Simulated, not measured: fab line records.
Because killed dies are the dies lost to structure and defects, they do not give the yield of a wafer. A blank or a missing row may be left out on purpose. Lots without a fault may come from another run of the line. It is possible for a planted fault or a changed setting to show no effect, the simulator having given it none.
8D (eight disciplines) problem report, filled in by code + flow n5_finfet + the parts of the form that need people (team, actions taken, sign-off) are left out

1. WHAT IS WRONG
Wafers without a fault read 65.8 s, standard deviation 1.8; etch_rf_on_time_s at N5_BEOL_M11_ETCH_65 reads a mean of 47.6 s on 3 wafers belonging to 2 lots. Measured from the usual mean, that is -10 standard deviations.
The step: etches SiARC in CF4, target depth 39 nm, time 65 s.
Seen first at day 15 02:21 on rie_diel-04, wafer L977.1. The record holds 30 wafers of 10 lots with a number at this step. The rule behind "out" and "out of limits": a value lying over 4 standard deviations away from the usual mean. The rest of the wafers with a number are treated as sound.

2. WHAT IT IS AND WHAT IT IS NOT
| question                    | is                     | is not                                                                          |
|-----------------------------|------------------------|---------------------------------------------------------------------------------|
| which readings at this step | etch_rf_on_time_s      | drypump_motor_current_A, rf_vpp_V, showerhead_plenum_p_Torr, throttle_valve_pct |
| which lots                  | L977, L980             | L960, L963, L964, L966, L967, L970, L979, L981                                  |
| which wafers of those lots  | L977.1, L977.3, L980.2 | L977.4, L980.5, L980.6                                                          |
| read on which tools         | rie_diel-04            | rie_diel-02, rie_diel-05                                                        |
| when                        | from day 15 02:21      | up to then (19 sound wafers); but 8 sound wafers of L979, L980, L981 came after |

3. SUSPECTS, AND WHAT RULES EACH OUT
Counting: a tool at a process step up to the reading stays a suspect if it ran every lot that is out. Sound lots after the first of them don't rule it out here, since some wafers of a struck lot are sound.
- rie_diel-04 at N5_BEOL_M11_ETCH_65 (etches SiARC in CF4, target depth 39 nm, time 65 s): kept. It ran every lot that is out, first L977 (day 15 02:21); its last sound lot up to then is L967 (day 12 00:55). Its own etch_rf_on_time_s readings are out on those wafers.
After counting, what remains is rie_diel-04 at N5_BEOL_M11_ETCH_65.

4. THE CAUSE (what the simulator had put in)
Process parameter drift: rie_diel-04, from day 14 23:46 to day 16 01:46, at N5_BEOL_M11_ETCH_65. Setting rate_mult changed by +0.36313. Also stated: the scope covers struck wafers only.
After counting, this tool was the only one left.

5. THE EFFECT CHAIN, in route order
Each row: a reading whose mean over the struck wafers that have a number lies more than 3 standard deviations from the usual. Only readings whose record carries a usual standard deviation are examined. hours: median over the lots of the time between each lot's start at the first step of this table that gives one and its start at this step. sigmas: the change, counted in usual standard deviations.
| hours | step                | reading           | usual  | on struck wafers | change | sigmas |
|-------|---------------------|-------------------|--------|------------------|--------|--------|
| 0     | N5_BEOL_M11_ETCH_65 | etch_rf_on_time_s | 65.8 s | 47.6             | -18.2  | -10    |
The process steps in it:
- N5_BEOL_M11_ETCH_65: etches SiARC in CF4, target depth 39 nm, time 65 s.

6. WHAT WOULD HAVE CAUGHT IT SOONER
In this record no reading fell out of limits until day 15 02:21, 3 hours after the fault had begun at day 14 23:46.
